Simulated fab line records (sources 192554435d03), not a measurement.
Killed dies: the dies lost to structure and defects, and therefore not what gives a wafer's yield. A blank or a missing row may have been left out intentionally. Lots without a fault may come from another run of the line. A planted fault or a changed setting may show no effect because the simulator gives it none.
fab line records ; flow n5_finfet
record lots=13; wafers=35; last_day=17
route steps=1938 shown WELL_APT@56 PMOS_HMC_CHANNEL_EPI@71 PASSIVATION@1936
lots untouched by any fault: they come from a run of this same line in which no faults occurred
start_h: start of the lot's first displayed wafer, in hours after the record's first day ; wait_h: how many hours have passed since the lot's step before this one ; " the same as in the row above ; L1.1+2: several wafers, shown together as one row ; - value missing, or start not given ; * or withheld: withheld ; < > ~ a bound
route shown NAME@n: NAME is a module with steps in the file, n the number in the route of the first one ; usual: average and standard deviation across the fault-free wafers ; same: alike in all rows ; chamber/n: place in a boat ; sites: each site's reading ; _std_site: how widely they spread, as a standard deviation ; _edge_site: the outer-site mean with the inner-site mean subtracted ; radius_mm: how far each site lies from the wafer's centre ; mask NAME#n: copy n ; behind: tool/chamber where the wafer was last shaped ; hold: the reason the lot was held/the length of the hold in hours/how it ended ; device: the transistor (n, p or np) that didn't switch ; end of line: the tests these same wafers got at the end of their route ; for a step that has no rows: nothing shown but its recipe ; killed: the dies lost at the first sort to structure and to defects; this is not the yield of the wafer ; map: shows each die of a wafer: x if killed, . if not, _ if none is there
set.NAME: the setting that was run; set.NAME@STEP: the one run at that earlier step ; model.NAME: the simulator's own value behind a step, which no gauge read
route steps across a sampled set of lots; one table per step, one row per wafer
services: a tool's chamber out of use, with start hour (start_h, from the record's first day; less than 0 if before it), hours out, and reason
## steps
# step N5_WELL_APT_INSPECT_38
# recipe inspect_instrument=darkfield; mode=post_epi
# usual raw_defect_count=12/4.3
lot.wafer;tool;chamber;start_h;wait_h;raw_defect_count
L715.1;defect_inspect-01;-;23.47;0.5;10
L715.3;defect_inspect-01;-;23.47;0.5;18
L715.6;defect_inspect-01;-;23.47;0.5;15
L717.2;defect_inspect-01;-;34.98;0.4;20
L717.3;defect_inspect-01;-;34.98;0.4;15
L717.6;defect_inspect-01;-;34.98;0.4;17
L719.1;defect_inspect-01;-;46.64;0.5;10
L719.4;defect_inspect-01;-;46.64;0.5;7
L719.6;defect_inspect-01;-;46.64;0.5;12
L721.2;defect_inspect-02;-;59.40;0.4;12
L721.3;defect_inspect-02;-;59.40;0.4;13
L721.4;defect_inspect-02;-;59.40;0.4;16
L722.1;defect_inspect-02;-;64.68;0.5;5
L722.2;defect_inspect-02;-;64.68;0.5;9
L723.1;defect_inspect-01;-;71.52;0.5;15
L723.3;defect_inspect-01;-;71.52;0.5;10
L723.6;defect_inspect-01;-;71.52;0.5;15
L724.1;defect_inspect-02;-;76.89;0.7;14
L724.5;defect_inspect-02;-;76.89;0.7;16
L724.6;defect_inspect-02;-;76.89;0.7;25
L727.2;defect_inspect-01;-;94.84;0.4;10
L727.5;defect_inspect-01;-;94.84;0.4;13
L727.6;defect_inspect-01;-;94.84;0.4;10
L728.1;defect_inspect-02;-;100.78;0.5;12
L728.2;defect_inspect-02;-;100.78;0.5;19
L728.6;defect_inspect-02;-;100.78;0.5;13
L731.3;defect_inspect-01;-;119.09;0.4;17
L734.1;defect_inspect-01;-;138.67;0.5;22
L734.5;defect_inspect-01;-;138.67;0.5;11
L734.6;defect_inspect-01;-;138.67;0.5;5
L735.2;defect_inspect-02;-;143.57;0.6;11
L735.3;defect_inspect-02;-;143.57;0.6;10
L735.5;defect_inspect-02;-;143.57;0.6;9
L736.1;defect_inspect-01;-;148.77;0.5;9
L736.5;defect_inspect-01;-;148.77;0.5;16
# step N5_PMOS_HMC_CHANNEL_EPI_STRIP_33
# recipe chemistry=N2/H2; power_w=500; temp_c=40; pressure_mtorr=50; rf_frequency_hz=6e+07; overash_fraction=0.3; bias_power_w=8; h2_frac=0.5; n2_flow_sccm=300; h2_flow_sccm=300
# usual drypump_motor_current_A=5.7/0.35; h2_flow_sccm=300.0/0.88; oes_product_au=0.83/0.08; rf_vpp_V=54.4/1.7; showerhead_plenum_p_Torr=3.40/0.13; throttle_valve_pct=18.8/0.31
# same overash_fraction=0.3
lot.wafer;tool;chamber;start_h;wait_h;drypump_motor_current_A;h2_flow_sccm;oes_product_au;rf_hours_counter_h;rf_vpp_V;showerhead_plenum_p_Torr;throttle_valve_pct
L715.1;rie_diel-06;1;24.01;0.0;6.2;299.8;0.95;5;56.3;3.32;18.6
L715.3;rie_diel-06;3;24.01;0.0;5.6;301.0;0.79;117;54.0;3.51;18.6
L715.6;rie_diel-06;0;24.01;0.0;5.6;300.9;0.75;-;54.7;3.22;18.9
L717.2;rie_diel-06;1;35.64;0.0;6.2;299.8;0.92;7;51.3;3.32;18.6
L717.3;rie_diel-06;3;35.64;0.0;5.6;301.7;0.80;119;54.5;3.51;18.6
L717.6;rie_diel-06;2;35.64;0.0;6.0;298.5;0.90;-;53.8;3.54;18.4
L719.1;rie_diel-04;0;47.31;0.0;5.7;299.3;0.69;225;54.8;3.32;18.8
L719.4;rie_diel-04;2;47.31;0.0;5.3;299.5;0.87;48;53.2;3.26;19.1
L719.6;rie_diel-04;2;47.31;0.0;5.3;300.3;0.87;-;56.0;3.26;19.2
L721.2;rie_diel-02;1;60.06;0.0;5.7;301.7;0.98;9;53.5;3.59;19.1
L721.3;rie_diel-02;2;60.06;0.0;6.5;300.9;0.87;41;55.8;3.28;19.1
L721.4;rie_diel-02;3;60.06;0.0;5.9;300.5;0.87;33;55.0;3.55;18.1
L722.1;rie_diel-02;2;65.34;0.0;6.5;300.0;0.85;43;50.7;3.28;19.1
L722.2;rie_diel-02;0;65.34;0.0;5.1;299.9;0.79;125;54.3;3.52;18.9
L723.1;rie_diel-06;1;72.19;0.0;6.2;300.3;0.91;17;53.1;3.32;18.6
L723.3;rie_diel-06;3;72.19;0.0;5.6;300.0;0.78;131;50.7;3.50;18.6
L723.6;rie_diel-06;2;72.19;0.0;6.0;300.6;0.86;-;53.6;3.53;18.4
L724.1;rie_diel-02;1;77.80;0.0;5.6;299.8;0.95;15;55.0;3.59;19.1
L724.5;rie_diel-02;3;77.80;0.0;5.9;299.8;0.89;-;56.0;3.55;18.1
L724.6;rie_diel-02;0;77.80;0.0;5.1;299.6;0.78;-;53.8;3.51;18.9
L727.2;rie_diel-06;2;95.51;0.0;6.0;299.8;0.86;55;53.0;3.53;18.4
L727.5;rie_diel-06;1;95.51;0.0;6.2;300.7;0.89;-;53.3;3.31;18.6
L727.6;rie_diel-06;0;95.51;0.0;5.6;299.6;0.75;-;53.0;3.21;18.9
L728.1;rie_diel-02;0;101.34;0.0;5.1;299.6;0.78;132;55.4;3.51;18.9
L728.2;rie_diel-02;3;101.34;0.0;5.9;301.5;0.87;48;56.1;3.54;18.1
L728.6;rie_diel-02;1;101.34;0.0;5.7;298.1;0.94;-;56.9;3.59;19.1
L731.3;rie_diel-06;3;119.75;0.0;5.5;300.6;0.77;143;55.8;3.49;18.6
L734.1;rie_diel-06;3;139.65;0.0;5.7;300.0;0.76;149;52.7;3.49;18.6
L734.5;rie_diel-06;1;139.65;0.0;6.2;299.1;0.88;-;55.6;3.31;18.6
L734.6;rie_diel-06;2;139.65;0.0;6.0;300.3;0.84;-;56.5;3.52;18.4
L735.2;rie_diel-04;3;144.41;0.0;6.0;299.6;0.93;16;54.4;3.41;19.1
L735.3;rie_diel-04;0;144.41;0.0;5.7;299.5;0.97;2;52.8;3.30;18.4
L735.5;rie_diel-04;1;144.41;0.0;5.6;300.2;0.71;-;53.5;3.31;18.8
L736.1;rie_diel-06;2;149.43;0.0;6.0;299.2;0.84;71;57.3;3.52;18.4
L736.5;rie_diel-06;0;149.43;0.0;5.6;299.1;0.73;-;54.6;3.20;18.9
# step N5_PMOS_HMC_CHANNEL_EPI_ETCH_38
# recipe chemistry=CF4; target=SiO2; target_depth_a=15; ion_energy_ev=350; pressure_mtorr=10; icp_w=800; bias_w=400; cf4_flow_sccm=80
# usual bias_w=400.0/1.3; drypump_motor_current_A=5.6/0.41; oes_product_au=1.005/0.022; throttle_valve_pct=21.83/0.28
lot.wafer;tool;chamber;start_h;wait_h;bias_w;drypump_motor_current_A;oes_product_au;rf_hours_counter_h;throttle_valve_pct
L715.1;rie_si-05;0;24.35;0.0;398.9;5.6;0.988;108;21.91
L715.3;rie_si-05;2;24.35;0.0;402.0;4.9;1.045;140;21.57
L715.6;rie_si-05;0;24.35;0.0;399.7;5.6;0.997;-;21.93
L717.2;rie_si-03;2;35.94;0.0;400.2;6.2;0.991;165;22.04
L717.3;rie_si-03;3;35.94;0.0;400.3;5.6;1.028;134;21.52
L717.6;rie_si-03;3;35.94;0.0;401.1;5.6;1.042;-;21.51
L719.1;rie_si-01;0;47.61;0.0;402.1;5.3;1.016;43;21.59
L719.4;rie_si-01;1;47.61;0.0;399.3;5.1;0.971;181;21.69
L719.6;rie_si-01;3;47.61;0.0;399.8;5.8;1.001;-;22.31
L721.2;rie_si-03;1;60.36;0.0;399.9;5.4;0.985;0;21.35
L721.3;rie_si-03;0;60.36;0.0;403.4;5.5;1.022;177;21.98
L721.4;rie_si-03;3;60.36;0.0;399.6;5.6;1.035;135;21.51
L722.1;rie_si-01;1;65.65;0.0;398.6;5.1;0.977;181;21.71
L722.2;rie_si-01;0;65.65;0.0;399.3;5.3;1.035;43;21.57
L723.1;rie_si-05;3;72.50;0.0;397.0;6.1;0.997;16;21.74
L723.3;rie_si-05;1;72.50;0.0;400.0;6.4;1.024;3;21.76
L723.6;rie_si-05;1;72.50;0.0;398.5;6.4;1.010;-;21.78
L724.1;rie_si-05;3;78.11;0.0;399.0;6.1;0.986;17;21.75
L724.5;rie_si-05;0;78.11;0.0;400.9;5.5;0.999;-;21.93
L724.6;rie_si-05;3;78.11;0.0;401.6;6.1;0.993;-;21.72
L727.2;rie_si-01;3;95.81;0.0;399.6;5.8;0.984;182;22.30
L727.5;rie_si-01;2;95.81;0.0;401.4;5.7;1.012;-;22.20
L727.6;rie_si-01;1;95.81;0.0;401.7;5.1;0.980;-;21.70
L728.1;rie_si-05;2;101.64;0.0;401.0;5.0;1.044;142;21.56
L728.2;rie_si-05;3;101.64;0.0;428.9;6.1;0.993;17;21.74
L728.6;rie_si-05;2;101.64;0.0;401.8;4.9;1.047;-;21.56
L731.3;rie_si-05;3;120.08;0.0;426.9;6.1;0.998;17;21.76
L734.1;rie_si-01;2;139.95;0.0;399.6;5.7;1.017;163;22.22
L734.5;rie_si-01;1;139.95;0.0;401.1;5.1;0.970;-;21.71
L734.6;rie_si-01;2;139.95;0.0;397.4;5.7;1.003;-;22.21
L735.2;rie_si-03;0;144.71;0.0;401.6;5.5;1.014;178;21.98
L735.3;rie_si-03;2;144.71;0.0;400.3;6.2;0.981;167;22.05
L735.5;rie_si-03;3;144.71;0.0;401.1;5.7;1.039;-;21.51
L736.1;rie_si-01;3;149.73;0.0;400.6;5.8;0.994;183;22.30
L736.5;rie_si-01;2;149.73;0.0;400.4;5.7;1.015;-;22.23
# step N5_PMOS_HMC_CHANNEL_EPI_EPI_26
# recipe material=Si; target_thk_a=38; temp_c=650; precursor=SiH4/H2; pressure_torr=20; time_s=22.7
# usual lamp_inner_pct=14.3/1.3; throttle_valve_pct=11.2/0.6
lot.wafer;tool;chamber;start_h;wait_h;lamp_inner_pct;throttle_valve_pct
L715.1;epi_rpcvd-03;0;26.28;0.0;15.3;11.9
L715.3;epi_rpcvd-03;0;26.28;0.0;15.4;11.9
L715.6;epi_rpcvd-03;0;26.28;0.0;15.2;11.7
L717.2;epi_rpcvd-03;0;37.93;0.1;15.4;11.4
L717.3;epi_rpcvd-03;0;37.93;0.1;15.3;11.7
L717.6;epi_rpcvd-03;0;37.93;0.1;15.1;12.0
L719.1;epi_rpcvd-03;0;49.54;0.0;15.3;11.8
L719.4;epi_rpcvd-03;0;49.54;0.0;15.2;11.9
L719.6;epi_rpcvd-03;0;49.54;0.0;15.3;11.7
L721.2;epi_rpcvd-02;0;62.34;0.1;14.9;10.8
L721.3;epi_rpcvd-02;0;62.34;0.1;15.0;10.4
L721.4;epi_rpcvd-02;0;62.34;0.1;15.2;10.5
L722.1;epi_rpcvd-03;0;67.98;0.0;15.1;11.6
L722.2;epi_rpcvd-03;0;67.98;0.0;15.4;11.5
L723.1;epi_rpcvd-02;0;74.87;0.0;15.0;10.6
L723.3;epi_rpcvd-02;0;74.87;0.0;15.1;10.6
L723.6;epi_rpcvd-02;0;74.87;0.0;15.0;10.5
L724.1;epi_rpcvd-04;0;80.03;0.0;11.9;11.5
L724.5;epi_rpcvd-04;0;80.03;0.0;11.9;11.4
L724.6;epi_rpcvd-04;0;80.03;0.0;12.0;11.6
L727.2;epi_rpcvd-02;0;99.44;0.1;15.1;10.5
L727.5;epi_rpcvd-02;0;99.44;0.1;15.1;10.5
L727.6;epi_rpcvd-02;0;99.44;0.1;15.0;10.3
L728.1;epi_rpcvd-02;0;103.98;0.0;15.0;10.5
L728.2;epi_rpcvd-02;0;103.98;0.0;15.1;10.5
L728.6;epi_rpcvd-02;0;103.98;0.0;14.9;10.8
L731.3;epi_rpcvd-04;0;122.69;0.2;12.0;11.4
L734.1;epi_rpcvd-02;0;141.93;0.0;15.2;10.6
L734.5;epi_rpcvd-02;0;141.93;0.0;15.1;10.5
L734.6;epi_rpcvd-02;0;141.93;0.0;15.0;10.4
L735.2;epi_rpcvd-02;0;146.82;0.1;14.9;10.5
L735.3;epi_rpcvd-02;0;146.82;0.1;15.1;10.3
L735.5;epi_rpcvd-02;0;146.82;0.1;15.0;10.2
L736.1;epi_rpcvd-03;0;151.73;0.0;15.1;11.7
L736.5;epi_rpcvd-03;0;151.73;0.0;15.2;11.8
# step N5_PASSIVATION_PROBE_49
# usual killed_at_M0_to_M3=32/9.7; killed_at_M4_up=14/5.3; killed_at_contacts=11/6; killed_at_front_end=39/14; killed_at_other=3.3/2.7; killed_dies=100/17; killed_open=66/13; killed_short=32/7.4
# same gross_dies=1180; killed_at_back_side=0
lot.wafer;tool;chamber;start_h;wait_h;killed_at_M0_to_M3;killed_at_M4_up;killed_at_contacts;killed_at_front_end;killed_at_other;killed_dies;killed_open;killed_short
L724.5;prober-01;-;328.89;0.2;25;11;22;51;4;113;73;39
L724.6;prober-01;-;328.94;0.3;34;11;17;54;9;125;88;36
L727.5;prober-01;-;337.59;0.2;32;14;5;20;4;75;54;20
L728.1;prober-01;-;342.74;0.0;18;17;12;42;3;92;65;27
L728.2;prober-01;-;342.79;0.1;30;17;8;33;2;90;56;33
L728.6;prober-01;-;342.99;0.3;35;25;19;35;0;114;87;27
# killed by level:class
L724.5 FIN_SAQP:geometric_particle:short=16 STI_FIN_REVEAL:geometric_particle:open=15 MOL_CONTACT_COAG:geometric_particle:open=15 BEOL_M0_SAQP:geometric_particle:open=9 BEOL_M4:geometric_particle:open=8 FIN_SAQP:geometric_particle:open=7 MOL_CONTACT_COAG:geometric_particle:short=7 BEOL_M0_SAQP:geometric_particle:short=6
L724.6 STI_FIN_REVEAL:geometric_particle:open=20 MOL_CONTACT_COAG:geometric_particle:open=16 FIN_SAQP:geometric_particle:open=9 BEOL_M0_SAQP:geometric_particle:short=9 STI_FIN_REVEAL:geometric_particle:short=8 BEOL_M2:geometric_particle:open=7 BEOL_M0_SAQP:geometric_particle:open=7 BEOL_M4:geometric_particle:open=7
L727.5 BEOL_M3:geometric_particle:open=10 BEOL_M0_SAQP:geometric_particle:open=9 STI_FIN_REVEAL:geometric_particle:open=7 BEOL_M0_SAQP:geometric_particle:short=7 MOL_CONTACT_COAG:geometric_particle:open=5 BEOL_M5:geometric_particle:open=4 FIN_SAQP:geometric_particle:open=3 FIN_SAQP:geometric_particle:short=3
L728.1 STI_FIN_REVEAL:geometric_particle:open=16 MOL_CONTACT_COAG:geometric_particle:open=11 BEOL_M4:geometric_particle:open=11 BEOL_M3:geometric_particle:open=8 FIN_SAQP:geometric_particle:open=6 STARTING-WAFER:geometric_particle:short=6 GATE_CUT:geometric_particle:short=4 BEOL_M4:geometric_particle:short=3
L728.2 FIN_SAQP:geometric_particle:short=9 FIN_SAQP:geometric_particle:open=8 BEOL_M2:geometric_particle:open=8 DUMMY_GATE:geometric_particle:open=7 MOL_CONTACT_COAG:geometric_particle:open=5 BEOL_M0_SAQP:geometric_particle:short=5 BEOL_M0_SAQP:geometric_particle:open=4 BEOL_M8:geometric_particle:open=4
L728.6 MOL_CONTACT_COAG:geometric_particle:open=17 STI_FIN_REVEAL:geometric_particle:open=14 BEOL_M4:geometric_particle:open=13 BEOL_M2:geometric_particle:open=8 BEOL_M8:geometric_particle:open=7 BEOL_M0_SAQP:geometric_particle:short=6 BEOL_M0_SAQP:geometric_particle:open=6 GATE_CUT:geometric_particle:open=5
## services
tool;chamber;start_h;hours;kind
rie_si-01;3;2.83;4.3;repair
epi_rpcvd-02;-;9.91;0.5;pm
rie_si-03;3;10.04;4.7;repair
rie_si-03;1;30.52;-;clean
rie_si-03;1;30.52;-;consumable_replace:focus_ring
rie_si-03;1;30.52;12.8;scheduled_down
rie_si-03;1;30.52;12.8;vent_cycle
epi_rpcvd-02;-;39.75;0.5;repair
rie_diel-04;-;41.41;0.5;repair
rie_diel-04;3;42.13;4.5;repair
epi_rpcvd-04;-;45.89;1.1;repair
rie_diel-04;1;53.27;13.5;repair
rie_si-03;0;63.89;4.9;repair
rie_diel-04;3;67.02;-;clean
rie_diel-04;3;67.02;-;consumable_replace:focus_ring
rie_diel-04;3;67.02;34.7;scheduled_down
rie_diel-04;3;67.02;34.7;vent_cycle
epi_rpcvd-04;-;78.28;1.6;repair
rie_diel-02;1;80.37;7.8;repair
rie_diel-02;0;80.68;14.0;repair
rie_diel-04;2;97.38;9.7;repair
rie_diel-02;3;139.39;2.0;repair
rie_diel-04;3;146.43;9.5;repair
rie_si-03;1;150.75;21.8;repair
## key
first_sign step=N5_PMOS_HMC_CHANNEL_EPI_ETCH_38; reading=bias_w; direction=up; sigmas=21; usual=*; struck=*
effect none on later readings
met_at N5_PMOS_HMC_CHANNEL_EPI_ETCH_38
struck_lots L728,L731
struck_wafers L728.2,L731.3
rows_end L731.3
tester_left_out L728
not_acting_at N5_WELL_APT_INSPECT_38,N5_PMOS_HMC_CHANNEL_EPI_STRIP_33,N5_PMOS_HMC_CHANNEL_EPI_EPI_26
onset_between 78.11 101.64
fault kind=process_parameter_drift; tool=rie_si-05; chamber=3; onset_h=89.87; steps=N5_PMOS_HMC_CHANNEL_EPI_ETCH_38; channel=bias_w; offset=*; shape=step; end_h=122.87; acts_in=*; stated=*
# tester_left_out: of these lots the tester's yield and bins aren't shown, on N5 and GAA mostly nor the transistor test; their killed dies are dies lost to structure and defects alone, not to doping, threshold or leakage, so they don't give the yield
# rows_end: these wafers met a further fault down the route, and their rows from its step on are left out
